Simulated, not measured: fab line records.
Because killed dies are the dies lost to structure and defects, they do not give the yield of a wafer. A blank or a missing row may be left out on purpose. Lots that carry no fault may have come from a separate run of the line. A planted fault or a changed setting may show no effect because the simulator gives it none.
Matching of chambers + flow nand harc + rie diel-11 running NHARC_A_WL_FILL_STRIP_29: 4 sister chambers
The step strips in O2, time 20 s. 14 wafers are shown with their chamber, then 7 later ones without.

WAFERS, EACH WITH ITS CHAMBER
| wafer  | chamber | oes product au (a.u.) | rf vpp V (V) | chamber pressure mTorr (mTorr) |
|--------|---------|-----------------------|--------------|--------------------------------|
| L076.2 | 1       | 1.008                 | 55.8         | 60.11                          |
| L076.4 | 3       | 1.000                 | 57.5         | 60.07                          |
| L076.6 | 0       | 1.011                 | 58.4         | 60.10                          |
| L080.3 | 2       | 0.985                 | 57.8         | 59.94                          |
| L080.4 | 3       | 0.998                 | 56.6         | 60.08                          |
| L080.5 | 3       | 1.001                 | 57.8         | 60.08                          |
| L084.1 | 0       | 0.999                 | 57.0         | 59.97                          |
| L084.4 | 2       | 0.998                 | 59.1         | 60.00                          |
| L084.5 | 3       | 1.000                 | 57.3         | 60.06                          |
| L088.2 | 2       | 0.999                 | 56.5         | 59.98                          |
| L088.4 | 1       | 1.002                 | 57.1         | 59.94                          |
| L088.5 | 3       | 1.011                 | 57.4         | 60.04                          |
| L090.1 | 2       | 0.990                 | 58.5         | 60.00                          |
| L090.3 | 3       | 0.999                 | 56.3         | 60.01                          |

SIGNATURES (averages over the wafers above)
| reading                | chamber 0 | chamber 1 | chamber 2 | chamber 3 | scatter within a chamber |
|------------------------|-----------|-----------|-----------|-----------|--------------------------|
| oes product au         | 1.00500   | 1.00500   | 0.99300   | 1.00150   | 0.00581                  |
| rf vpp V               | 57.700    | 56.450    | 57.975    | 57.150    | 0.85                     |
| chamber pressure mTorr | 60.0350   | 60.0250   | 59.9800   | 60.0567   | 0.0539                   |
Rule: for each reading, subtract the chamber's mean from the wafer's reading, divide by that reading's scatter and square the result; add these up over the readings and take the root, which gives the wafer's distance from the chamber. The wafer belongs to the nearest chamber; if the next one is less than 2 further off, it can't be placed. The scatter: take each reading less its chamber's mean, square it, sum over the shown wafers, divide by the number of wafers less the number of chambers, and take the root.

WAFERS MISSING THEIR CHAMBER
| wafer  | oes product au (a.u.) | rf vpp V (V) | chamber pressure mTorr (mTorr) |
|--------|-----------------------|--------------|--------------------------------|
| L090.6 | 0.992                 | 57.4         | 59.98                          |
| L097.1 | 0.995                 | 57.5         | 59.95                          |
| L097.4 | 1.010                 | 57.7         | 59.96                          |
| L097.6 | 1.008                 | 58.4         | 59.97                          |
| L096.1 | 1.005                 | 57.8         | 59.99                          |
| L096.3 | 1.012                 | 58.6         | 60.02                          |
| L096.5 | 1.005                 | 56.1         | 59.94                          |

WHICH CHAMBER EACH ONE RAN IN
| wafer  | from the rows above               | in truth |
|--------|-----------------------------------|----------|
| L090.6 | can't be placed: 2 or 3 or 0 or 1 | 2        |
| L097.1 | can't be placed: 2 or 3 or 0 or 1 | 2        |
| L097.4 | can't be placed: 0 or 1 or 3 or 2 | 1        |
| L097.6 | can't be placed: 0 or 3 or 1 or 2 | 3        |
| L096.1 | can't be placed: 0 or 3 or 1 or 2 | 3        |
| L096.3 | can't be placed: 0 or 3 or 1 or 2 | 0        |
| L096.5 | can't be placed: 1 or 3 or 0 or 2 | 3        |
Placed correctly: 0 of 7. Cannot be placed on the basis of these rows: 7; the candidates contain the true chamber in 7. 0 placed wrongly.
